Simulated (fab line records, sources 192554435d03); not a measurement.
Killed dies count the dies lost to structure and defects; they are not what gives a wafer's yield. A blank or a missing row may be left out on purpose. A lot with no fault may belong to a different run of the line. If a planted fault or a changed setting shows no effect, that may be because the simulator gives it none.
Chamber matching || flow n5-finfet || N5_BEOL_M2_ALD_84 on ald-metal-01: 4 sister chambers
The step deposits TaN, pulse time 2 s, purge time 3 s, co reactant purge time 2 s. 20 wafers are shown with their chamber, then 10 later ones without.

## WAFERS, EACH WITH ITS CHAMBER
{"wafer": "L075.1", "chamber": 1, "heater-power-w (W)": 359}
{"wafer": "L075.4", "chamber": 0, "heater-power-w (W)": 412}
{"wafer": "L075.6", "chamber": 1, "heater-power-w (W)": 371}
{"wafer": "L078.1", "chamber": 0, "heater-power-w (W)": 399}
{"wafer": "L078.3", "chamber": 3, "heater-power-w (W)": 404}
{"wafer": "L078.4", "chamber": 2, "heater-power-w (W)": 370}
{"wafer": "L079.1", "chamber": 2, "heater-power-w (W)": 373}
{"wafer": "L079.3", "chamber": 0, "heater-power-w (W)": 406}
{"wafer": "L079.4", "chamber": 3, "heater-power-w (W)": 424}
{"wafer": "L082.4", "chamber": 0, "heater-power-w (W)": 398}
{"wafer": "L082.5", "chamber": 3, "heater-power-w (W)": 426}
{"wafer": "L082.6", "chamber": 2, "heater-power-w (W)": 363}
{"wafer": "L084.3", "chamber": 1, "heater-power-w (W)": 370}
{"wafer": "L084.4", "chamber": 3, "heater-power-w (W)": 411}
{"wafer": "L084.5", "chamber": 2, "heater-power-w (W)": 370}
{"wafer": "L086.1", "chamber": 1, "heater-power-w (W)": 365}
{"wafer": "L086.3", "chamber": 0, "heater-power-w (W)": 415}
{"wafer": "L086.5", "chamber": 0, "heater-power-w (W)": 404}
{"wafer": "L087.1", "chamber": 1, "heater-power-w (W)": 372}
{"wafer": "L087.3", "chamber": 2, "heater-power-w (W)": 371}

SIGNATURES, as means of the wafers listed above
{"reading": "heater-power-w", "chamber 0": 405.67, "chamber 1": 367.40, "chamber 2": 369.40, "chamber 3": 416.25, "scatter within a chamber": 6.8}
Rule: distance of a wafer from a chamber = root of the sum over the readings of ((wafer's reading minus chamber's mean) / reading's scatter) squared. If the next closest chamber is less than 2 further off than the closest, the wafer can't be placed; otherwise it belongs to the closest. How the scatter is found: for the shown wafers, subtract from each reading the mean of its chamber, square and add these, divide the total by (wafers less chambers), then take the root.

## WAFERS MISSING THEIR CHAMBER
{"wafer": "L087.6", "heater-power-w (W)": 400}
{"wafer": "L090.1", "heater-power-w (W)": 365}
{"wafer": "L090.3", "heater-power-w (W)": 368}
{"wafer": "L090.5", "heater-power-w (W)": 360}
{"wafer": "L095.1", "heater-power-w (W)": 407}
{"wafer": "L095.4", "heater-power-w (W)": 371}
{"wafer": "L095.5", "heater-power-w (W)": 417}
{"wafer": "L096.1", "heater-power-w (W)": 361}
{"wafer": "L096.2", "heater-power-w (W)": 411}
{"wafer": "L096.5", "heater-power-w (W)": 423}

## THE CHAMBER EACH PASSED THROUGH
{"wafer": "L087.6", "from the rows above": "can't be placed: 0 or 3", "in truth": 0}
{"wafer": "L090.1", "from the rows above": "can't be placed: 1 or 2", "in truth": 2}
{"wafer": "L090.3", "from the rows above": "can't be placed: 1 or 2", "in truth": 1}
{"wafer": "L090.5", "from the rows above": "can't be placed: 1 or 2", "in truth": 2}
{"wafer": "L095.1", "from the rows above": "can't be placed: 0 or 3", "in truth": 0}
{"wafer": "L095.4", "from the rows above": "can't be placed: 2 or 1", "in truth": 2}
{"wafer": "L095.5", "from the rows above": "can't be placed: 3 or 0", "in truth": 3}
{"wafer": "L096.1", "from the rows above": "can't be placed: 1 or 2", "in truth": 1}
{"wafer": "L096.2", "from the rows above": "can't be placed: 3 or 0", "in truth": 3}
{"wafer": "L096.5", "from the rows above": "can't be placed: 3 or 0", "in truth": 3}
0 of 10 placed correctly. Cannot be placed on the basis of these rows: 10; the candidates contain the true chamber in 10. Wrongly placed: 0.
